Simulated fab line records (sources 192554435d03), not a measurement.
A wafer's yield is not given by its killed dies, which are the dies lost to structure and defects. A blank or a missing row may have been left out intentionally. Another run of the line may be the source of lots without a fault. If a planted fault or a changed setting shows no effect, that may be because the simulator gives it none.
A struck lot beside a sound one / flow n5-finfet / 18 out of 1938 route steps
Sound: these wafers, L429.2, L429.3, L429.6. The struck wafers were L431.1, L431.3, L431.4. The cause is named last.
At each step with rows: each side's tool, then ch and its chambers, then its first start. Under that, the readings that differ: sound wafers / struck wafers / difference of the means / sigmas: that difference in standard deviations of wafers without a fault.
alike: words and numbers the same on both sides, and readings whose means are apart by under 2 such deviations; not compared: readings that were withheld, readings missing a value for some wafer, numbers with overlapping values and no deviation given by the record, and bounds like >300 which may hide the same value.
A row with sigmas, a row that says differs or no value, or rows on one side alone: a step with any of these is where the two part. Numbers that don't overlap but have no deviation are shown without sigmas and don't part them. Lack of a reading on every wafer of one side parts them only where that side has two or more wafers.

first, 7 steps without rows for these wafers: N5_BEOL_M8_COAT_60 (time 60 s, resist thk 35 nm); N5_BEOL_M8_COAT_05 (resist thk 90 nm); N5_BEOL_M8_EBR_07; N5_BEOL_M8_SOFTBAKE_06 (time 60 s); N5_BEOL_M8_EXPOSE_08 (exposes mask M8); N5_BEOL_M8_PEB_09 (peb time 60 s); N5_BEOL_M8_DEVELOP_10 (develop time 30 s).
N5_BEOL_M8_CD_MEAS_11 targets a cd of 38.5 nm.
  sound on cd-sem-01 ch 0, day 11 18:11; struck on cd-sem-01 ch 0, day 13 00:02
  alike: cd-nm
N5_BEOL_M8_OVL_MEAS_12:
  sound on overlay-02 ch 0, day 11 18:13; struck on overlay-01 ch 0, day 13 00:04
  alike: M8_OVL
N5_BEOL_M8_INSPECT_13: inspects for defects (brightfield).
  sound on defect-inspect-01 at day 11 18:14; struck on defect-inspect-02 at day 13 00:05
  alike: raw-defect-count
N5_BEOL_M8_DESCUM_16: chemistry O2, time 7.9 s.
  sound on rie-diel-06 ch 1,2, day 11 18:16; struck on rie-diel-06 ch 0,1,2, day 13 00:20
  alike: drypump-motor-current-A, oes-product-au, rf-vpp-V, showerhead-plenum-p-Torr, throttle-valve-pct
  not compared: rf-hours-counter-h
N5_BEOL_M8_ETCH_61: etches SiARC in CF4, target depth 45.5 nm, time 75.8 s.
  sound on rie-diel-06 ch 1,2, day 11 18:18; struck on rie-diel-06 ch 0,1,2, day 13 00:22
  alike: drypump-motor-current-A, etch-rf-on-time-s, oes-product-au, rf-vpp-V, showerhead-plenum-p-Torr, throttle-valve-pct
  not compared: rf-hours-counter-h
N5_BEOL_M8_ETCH_62: etches SOC in N2/H2, target depth 110 nm, overetch 22 nm, time 165 s.
  sound on rie-diel-06 ch 1,2, day 11 18:22; struck on rie-diel-06 ch 0,1,2, day 13 00:26
  alike: drypump-motor-current-A, h2-flow-sccm, oes-product-au, rf-vpp-V, showerhead-plenum-p-Torr, throttle-valve-pct
  not compared: rf-hours-counter-h, model.SiARC_of_BEOL_M8_COAT_60.thk-nm
then, 1 step without rows for these wafers: N5_BEOL_M8_STRIP_68 (strips in N2/H2).
N5_BEOL_M8_STRIP_67: strips in CF4.
  sound on rie-diel-06 ch 1,2, day 11 18:31; struck on rie-diel-06 ch 0,1,2, day 13 00:35
  alike: drypump-motor-current-A, oes-product-au, rf-vpp-V, showerhead-plenum-p-Torr, throttle-valve-pct
  not compared: rf-hours-counter-h
N5_BEOL_M8_HM_OPEN_17: chemistry Cl2/BCl3, target TiN, target depth 20 nm, overetch 6 nm.
  sound on rie-metal-03 ch 0, day 11 18:35; struck on rie-metal-02 ch 0,1, day 13 00:37
reading=drypump-motor-current-A (A); sound=4.9 5.0 5.0; struck=6.4 6.3 6.4; difference=+1.4; sigmas=+2
reading=model.etch.depth-nm (nm); sound=20 19.76 20.14; struck=18.8 18.92 18.76; difference=-1.1; sigmas=
  alike: he-backside-leak-sccm, oes_ar_750_au, oes-product-au, throttle-valve-pct
  not compared: rf-hours-counter-h
N5_BEOL_M8_STRIP_19: strips in O2.
  sound on rie-diel-06 ch 0,1,3, day 11 18:49; struck on rie-diel-01 ch 0,2,3, day 13 00:46
  alike: drypump-motor-current-A, oes-product-au, rf-vpp-V, showerhead-plenum-p-Torr, throttle-valve-pct
  not compared: rf-hours-counter-h
-- here the record skips 3 days between the struck wafers' starts before and after, leaving off in module BEOL_M8 and picking up in module PASSIVATION (first step shown: number 1936 of the route) --
N5_PASSIVATION_PROBE_49:
  sound on prober-02 at day 14 18:26; struck on prober-01 at day 16 10:09
  alike: defect-limited-yield, killed_at_M0_to_M3, killed_at_M4_up, killed-at-contacts, killed-at-front-end, killed-at-other, killed-dies, killed-open, killed-short, sort_bin_5_function, sort_bin_6_memory, sort_bin_8_speed, sort-n-pass, sort-yield-pct

WHERE THEY PART
Within this record, at N5_BEOL_M8_HM_OPEN_17 only. Later steps at which nothing parts them and some readings are alike: N5_BEOL_M8_STRIP_19, N5_PASSIVATION_PROBE_49.

WHY: what the simulator had put in
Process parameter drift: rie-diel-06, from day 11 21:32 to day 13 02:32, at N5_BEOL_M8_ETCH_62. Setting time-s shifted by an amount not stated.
